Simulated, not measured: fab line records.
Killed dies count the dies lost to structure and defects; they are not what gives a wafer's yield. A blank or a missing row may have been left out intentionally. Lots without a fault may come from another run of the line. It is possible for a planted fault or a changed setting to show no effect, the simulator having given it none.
Chamber matching ; flow n5Finfet ; N5_FIN_CUT_CUT_ETCH_28 on rieSi-05 has 4 sister chambers
The step etches Si in HBr/Cl2/O2, target depth 6 nm, time 2.4 s. 22 wafers are shown with their chamber, then 11 later ones without.

== EACH WAFER AND ITS CHAMBER ==
wafer;chamber;throttleValvePct (%);drypumpMotorCurrentA (A);oesProductAu (a.u.)
L074.1;2;37.8;6.3;0.997
L074.2;3;36.9;5.6;1.024
L074.3;0;36.4;6.4;1.027
L074.4;1;37.7;6.4;1.000
L074.5;2;37.8;6.3;0.988
L074.6;3;36.9;5.6;1.022
L078.1;0;36.3;6.4;1.023
L078.3;1;37.7;6.4;1.001
L078.6;1;37.7;6.4;1.005
L081.1;0;36.3;6.4;1.020
L081.5;3;36.9;5.7;1.023
L081.6;2;37.8;6.3;0.980
L085.1;3;36.9;5.6;1.019
L085.3;2;37.8;6.3;0.980
L085.4;2;37.7;6.2;0.988
L087.3;1;37.7;6.4;0.997
L087.4;3;36.9;5.6;1.017
L087.5;0;36.3;6.4;1.016
L088.1;1;37.7;6.4;1.007
L088.2;3;36.9;5.6;1.020
L088.5;1;37.7;6.4;1.004
L090.1;1;37.7;6.4;1.002

SIGNATURES (means of the wafers above)
reading;chamber 0;chamber 1;chamber 2;chamber 3;scatter within a chamber
throttleValvePct;36.325;37.700;37.780;36.900;0.0293
drypumpMotorCurrentA;6.400;6.400;6.280;5.617;0.0301
oesProductAu;1.02150;1.00229;0.98660;1.02083;0.00451
Rule: a wafer's distance from a chamber is the root of the sum, over the readings, of the square of ((its reading less the chamber's mean) divided by the reading's scatter). The wafer belongs to the nearest chamber; if the next one is less than 2 further off, it can't be placed. The scatter: the root of (the sum of the squares of (reading less its chamber's mean) over the shown wafers, divided by (wafers less chambers)).

== WAFERS WITHOUT THEIR CHAMBER ==
wafer;throttleValvePct (%);drypumpMotorCurrentA (A);oesProductAu (a.u.)
L090.2;36.3;6.4;1.014
L090.3;36.9;5.6;1.024
L092.1;37.8;6.3;0.993
L092.4;36.9;5.7;1.012
L092.6;36.9;5.7;1.014
L093.3;36.9;5.6;1.018
L093.4;36.3;6.4;1.013
L093.5;37.7;6.4;1.008
L097.1;37.7;6.4;0.998
L097.3;36.9;5.6;1.018
L097.5;37.7;6.3;0.985

== WHICH CHAMBER EACH WENT THROUGH ==
wafer;from the rows above;in truth
L090.2;0;0
L090.3;3;3
L092.1;2;2
L092.4;3;3
L092.6;3;3
L093.3;3;3
L093.4;0;0
L093.5;1;1
L097.1;1;1
L097.3;3;3
L097.5;2;2
Correctly placed: 11 of 11. Can't be placed from these rows: 0. Wrongly placed: 0.
